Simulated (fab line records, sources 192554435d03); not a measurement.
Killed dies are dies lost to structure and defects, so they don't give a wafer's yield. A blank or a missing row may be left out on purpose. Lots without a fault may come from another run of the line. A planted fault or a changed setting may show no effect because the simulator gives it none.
A struck lot beside a sound one | flow n5_finfet | 14 steps out of a route of 1938
Sound: wafers L446.2, L446.3, L446.4. Struck: wafers L454.1, L454.4, L454.5. The cause comes at the end.
At each step with rows: each side's tool, then ch and its chambers, then its first start. Under that, the readings that differ: sound wafers | struck wafers | difference of the means | sigmas: that difference in standard deviations of wafers without a fault.
alike: readings whose means differ by less than 2 such deviations, and words and numbers that are the same on both sides. not compared: withheld readings, readings that some wafer has no value for, bounds like >300 that may hide the same value, and numbers for which the record gives no deviation and whose values overlap.
The two part at a step that has a row with sigmas, a row that says differs or no value, or rows on one side only. Numbers that don't overlap but have no deviation are shown without sigmas and don't part them. A reading that every wafer of one side lacks parts them only if that side has two wafers or more.

first, 3 steps without rows for these wafers: N5_WELL_APT_PRECLEAN_36 (cleans in O3/DIW, time 45 s); N5_WELL_APT_PRECLEAN_39 (cleans in dHF, time 60 s); N5_WELL_APT_SRD_37 (time 30 s).
N5_WELL_APT_EPI_41: deposits Si from SiH4/H2, target thk 50 nm, time 297.7 s.
  sound on epi_rpcvd-01 ch 0, day 2 22:13; struck on epi_rpcvd-01 ch 0, day 4 21:55
  alike: susceptor_temp_C, throttle_valve_pct
N5_WELL_APT_INSPECT_38: inspects for defects (darkfield).
  sound on defect_inspect-02, day 2 22:45; struck on defect_inspect-02, day 4 22:32
  alike: raw_defect_count
N5_PMOS_HMC_CHANNEL_EPI_HM_DEP_34: deposits SiO2 from TEOS/O2, target thk 36 nm, time 6.9 s.
  sound on pecvd-02 ch 0,1, day 2 22:47; struck on pecvd-02 ch 1,2, day 4 22:35
  alike: heater_power_w, showerhead_plenum_p_Torr, susceptor_temp_C, throttle_valve_pct
then, 6 steps without rows for these wafers: N5_PMOS_HMC_CHANNEL_EPI_COAT_31 (time 60 s, resist thk 66 nm); N5_PMOS_HMC_CHANNEL_EPI_COAT_03 (resist thk 205 nm); N5_PMOS_HMC_CHANNEL_EPI_EBR_05; N5_PMOS_HMC_CHANNEL_EPI_SOFTBAKE_04 (time 60 s); N5_PMOS_HMC_CHANNEL_EPI_EXPOSE_06 (exposes mask PMOS HMC BLK, target cd 240 nm); N5_PMOS_HMC_CHANNEL_EPI_PEB_07 (peb time 60 s).
N5_PMOS_HMC_CHANNEL_EPI_DEVELOP_08: develop time 30 s.
  sound on litho_track-05 ch 0, day 2 23:08; struck on litho_track-03, day 4 22:48
  no value came back on the struck wafers for chill_plate_temp_C (C), develop_time_s (s); on the sound wafers chill_plate_temp_C (C) reads 23.12 23.03 23.11
  reading                                                         | sound           | struck            | difference | sigmas
  model.CAR-ArF-block_of_PMOS_HMC_CHANNEL_EPI_COAT_03.thk_nm (nm) | 202.5 202.4 202 | 205.1 205.2 204.5 | +2.6       |
N5_PMOS_HMC_CHANNEL_EPI_CD_MEAS_09: target cd 237.4 nm.
  sound on cd_sem-01 ch 0, day 2 23:11; struck on cd_sem-02 ch 0, day 4 22:52
  reading    | sound             | struck | difference                    | sigmas
  cd_nm (nm) | 236.7 239.0 239.0 | - - -  | no value on the struck wafers |

WHERE THEY PART
First at N5_PMOS_HMC_CHANNEL_EPI_DEVELOP_08; last, within this record, at N5_PMOS_HMC_CHANNEL_EPI_CD_MEAS_09.

WHY: what the simulator had put in
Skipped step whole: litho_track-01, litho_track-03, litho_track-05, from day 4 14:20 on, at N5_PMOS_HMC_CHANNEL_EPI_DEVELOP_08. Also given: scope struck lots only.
